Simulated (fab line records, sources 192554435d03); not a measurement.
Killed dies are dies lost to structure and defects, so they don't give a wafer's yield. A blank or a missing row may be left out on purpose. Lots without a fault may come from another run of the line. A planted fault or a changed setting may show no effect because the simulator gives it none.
Split-lot experiment | flow n5_finfet | 7 lots, 39 wafers read, on a route of 1938 steps

THE SPLIT
At N5_MOL_CONTACT_COAG_ALD_131 (deposits SiO2, target thk 5 nm, pulse time 1 s, co reactant pulse time 1 s), the setting ald_cycles was moved away from the recipe's 35 on 18 of the 39 wafers read, by -37.1% to +54.3%. The other wafers ran this setting at the recipe's value.

The reading is taken at the split's own step.

THE READING
SiO2_of_MOL_CONTACT_COAG_ALD_131.thk_nm (the simulator's own value, which no gauge read), in nm, at N5_MOL_CONTACT_COAG_ALD_131 (deposits SiO2, target thk 5 nm, pulse time 1 s, co reactant pulse time 1 s). The file gives no usual value for it.

wafer  | tool, chamber at the split | ald_cycles as run | against the recipe | SiO2_of_MOL_CONTACT_COAG_ALD_131.thk_nm, nm | against lot-mates on the recipe
L074.1 | ald_sin-01, 3,3,2          | 35                | recipe             | 5                                           | -
L074.5 | ald_sin-01, 3,3,2          | 35                | recipe             | 5                                           | -
L074.6 | ald_sin-01, 3,3,2          | 35                | recipe             | 5                                           | -
L078.1 | ald_sin-01, 2,0,2          | 35                | recipe             | 5                                           | -
L078.3 | ald_sin-01, 2,0,2          | 35                | recipe             | 5                                           | -
L078.5 | ald_sin-01, 2,0,2          | 35                | recipe             | 5                                           | -
L078.2 | ald_sin-01, 1,0,1          | 46                | +31.4%             | 6.6                                         | +1.6
L078.4 | ald_sin-01, 1,0,1          | 46                | +31.4%             | 6.6                                         | +1.6
L078.6 | ald_sin-01, 1,0,1          | 46                | +31.4%             | 6.6                                         | +1.6
L079.1 | ald_sin-03, 2,0,2          | 35                | recipe             | 5                                           | -
L079.3 | ald_sin-03, 2,0,2          | 35                | recipe             | 5                                           | -
L079.6 | ald_sin-03, 2,0,2          | 35                | recipe             | 5                                           | -
L079.2 | ald_sin-03, 1,3,1          | 49                | +40.0%             | 7                                           | +2.0
L079.4 | ald_sin-03, 1,3,1          | 49                | +40.0%             | 7                                           | +2.0
L079.5 | ald_sin-03, 1,3,1          | 49                | +40.0%             | 7                                           | +2.0
L081.1 | ald_sin-01, 3,0,0          | 41                | +17.1%             | 5.8                                         | +0.8
L081.3 | ald_sin-01, 3,0,0          | 41                | +17.1%             | 5.8                                         | +0.8
L081.6 | ald_sin-01, 3,0,0          | 41                | +17.1%             | 5.8                                         | +0.8
L081.2 | ald_sin-01, 1,2,3          | 35                | recipe             | 5                                           | -
L081.4 | ald_sin-01, 1,2,3          | 35                | recipe             | 5                                           | -
L081.5 | ald_sin-01, 1,2,3          | 35                | recipe             | 5                                           | -
L084.1 | ald_sin-01, 1,0,2          | 54                | +54.3%             | 7.8                                         | +2.8
L084.3 | ald_sin-01, 1,0,2          | 54                | +54.3%             | 7.8                                         | +2.8
L084.4 | ald_sin-01, 1,0,2          | 54                | +54.3%             | 7.8                                         | +2.8
L084.2 | ald_sin-01, 3,3,2          | 35                | recipe             | 5                                           | -
L084.5 | ald_sin-01, 3,3,2          | 35                | recipe             | 5                                           | -
L084.6 | ald_sin-01, 3,3,2          | 35                | recipe             | 5                                           | -
L094.1 | ald_sin-02, 2,1,2          | 50                | +42.9%             | 7.2                                         | +2.2
L094.2 | ald_sin-02, 2,1,2          | 50                | +42.9%             | 7.2                                         | +2.2
L094.6 | ald_sin-02, 2,1,2          | 50                | +42.9%             | 7.2                                         | +2.2
L094.3 | ald_sin-02, 3,0,1          | 35                | recipe             | 5                                           | -
L094.4 | ald_sin-02, 3,0,1          | 35                | recipe             | 5                                           | -
L094.5 | ald_sin-02, 3,0,1          | 35                | recipe             | 5                                           | -
L096.1 | ald_sin-02, 2,3,1          | 22                | -37.1%             | 3.2                                         | -1.8
L096.2 | ald_sin-02, 2,3,1          | 22                | -37.1%             | 3.2                                         | -1.8
L096.5 | ald_sin-02, 2,3,1          | 22                | -37.1%             | 3.2                                         | -1.8
L096.3 | ald_sin-02, 1,0,0          | 35                | recipe             | 5                                           | -
L096.4 | ald_sin-02, 1,0,0          | 35                | recipe             | 5                                           | -
L096.6 | ald_sin-02, 1,0,0          | 35                | recipe             | 5                                           | -
Where a row lists several chambers, the file gives one row for several wafers and doesn't say which wafer went through which chamber.

THE FIT
A straight line over all 39 wafers: SiO2_of_MOL_CONTACT_COAG_ALD_131.thk_nm changes by +0.0504 nm for each +1% of ald_cycles; r = +1.00; the points scatter about the line by 0.034 nm.
The same after taking each lot's own level away (the mean of its wafers on the recipe; 39 wafers): +0.0504 nm for each +1%; r = +1.00; scatter 0.034 nm.
On that fit, the largest move of ald_cycles shifts the reading by 2.7 nm.
The lots' own levels span 5.00 to 5.00 nm.
So the lot-to-lot level changes the slope little: the two slopes agree.
Check: with one of the wafers moved furthest among these (+54.3%) left out of the fit, the line predicts +2.74 nm for it against its lot-mates. It came out at +2.8 nm against them.

OTHER SPLITS ON THESE WAFERS
These wafers also went through other splits before the reading. Each is held against what the fit with the lots' levels taken away leaves over:
other split on the same wafers | wafers away from the commonest value | r with SiO2_of_MOL_CONTACT_COAG_ALD_131.thk_nm (lot level and that fit taken away)
N5_FIN_SAQP_HM_DEP_03 time_s   | 15                                   | -0.32
N5_SPACER0_ALD_08 target_thk_a | 15                                   | -0.18
N5_HKMG_FIN_DESCUM_53 time_s   | 15                                   | +0.21

THE FILE'S OWN FIT
SiO2_of_MOL_CONTACT_COAG_ALD_131.thk_nm changes by +0.0505 nm for each +1% of ald_cycles, r = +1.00.
